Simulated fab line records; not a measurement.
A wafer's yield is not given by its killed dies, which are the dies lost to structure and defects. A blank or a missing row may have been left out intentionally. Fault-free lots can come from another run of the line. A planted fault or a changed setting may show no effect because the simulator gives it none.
Comparing a struck lot with a sound one ; flow nand harc ; 11 steps out of a route of 1302
Sound: these wafers, L576.4, L576.5, L576.6. The struck wafers were L585.1, L585.2, L585.6. The cause is named last.
Per side, at each step with rows, come the tool, then ch with its chambers, and then its first start. Under that, the readings that differ: sound wafers ; struck wafers ; difference of the means ; sigmas: that difference in standard deviations of wafers without a fault.
alike: readings with means less than 2 such deviations apart, plus words and numbers identical on both sides. not compared: withheld readings, readings lacking a value on some wafer, bounds such as >300 that could conceal the same value, and numbers that have no deviation in the record and whose values overlap.
Wherever a step has rows on one side only, a row that says differs or no value, or a row with sigmas, the two part there. When numbers do not overlap yet have no deviation, they are printed without sigmas and do not part them. A reading missing from all wafers of one side parts the sides only when that side holds two or more wafers.

first, 1 step without rows for these wafers: NHARC_A_WL_FILL_SRD_14.
NHARC_A_WL_FILL_ALD_19: deposits TiN, target thk 2 nm, pulse time 3 s, ald cycles 100.
  sound on ald metal-02 ch 1,2,3, day 23 10:54; struck on ald metal-02 ch 0,1,3, day 27 13:53
  alike: heater power w, precursor pulse height rel
NHARC_A_WL_FILL_CVD_20: deposits W, target thk 100 nm, time 74 s.
  sound: cvd w-01 ch 0,1; struck: cvd w-01 ch 0,1
  alike: heater power w, throttle valve pct
NHARC_A_WL_FILL_CMP_12: polishes, t overpolish 30 s, target thk 100 nm.
  sound on cmp-01 ch 0,3, day 23 11:15; struck on cmp-01 ch 0,1,2, day 27 14:18
  alike: motor current A, overpolish run s, time to endpoint s
following that, these wafers have no rows for 1 step: NHARC_A_WL_FILL_SRD_31.
NHARC_A_WL_FILL_INSPECT_15:
  sound on defect inspect-02 at day 23 11:41; struck on defect inspect-01 at day 27 14:43
  alike: raw defect count
NHARC_A_CONTACT_DEP_24: deposits SiO2, target thk 500 nm.
  sound on pecvd-03 ch 0,1,2, day 23 11:56; struck on pecvd-03 ch 0,1,2, day 27 14:50
  alike: heater power w, rf fwd power W, throttle valve pct
NHARC_A_CONTACT_DEP_28: deposits aC, target thk 7000 nm.
  sound on acl dep-02 ch 0, day 23 14:29; struck on acl dep-01 ch 0, day 27 15:23
  alike: throttle valve pct
NHARC_A_CONTACT_DEP_29: deposits SiON, target thk 100 nm.
  sound on pecvd-02 ch 0,1,2, day 23 16:44; struck on pecvd-02 ch 0,2, day 27 19:34
reading;sound;struck;difference;sigmas
rf fwd power W (W);347.6 348.8 349.9;292.9 292.4 291.0;-56.7;-52
  alike: heater power w
then, 1 step without rows for these wafers: NHARC_A_CONTACT_DEHYDRATE_32 (time 120 s).
NHARC_END_SORT_01:
  the record has rows for the sound wafers here (prober-02 ch 0, day 26 20:39) and none for the struck ones

## WHERE THEY PART
First at NHARC_A_CONTACT_DEP_29; last, within this record, at NHARC_END_SORT_01.

WHY: the cause the simulator had injected
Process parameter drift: pecvd-02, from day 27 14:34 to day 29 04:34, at NHARC_A_CONTACT_DEP_29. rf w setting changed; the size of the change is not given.
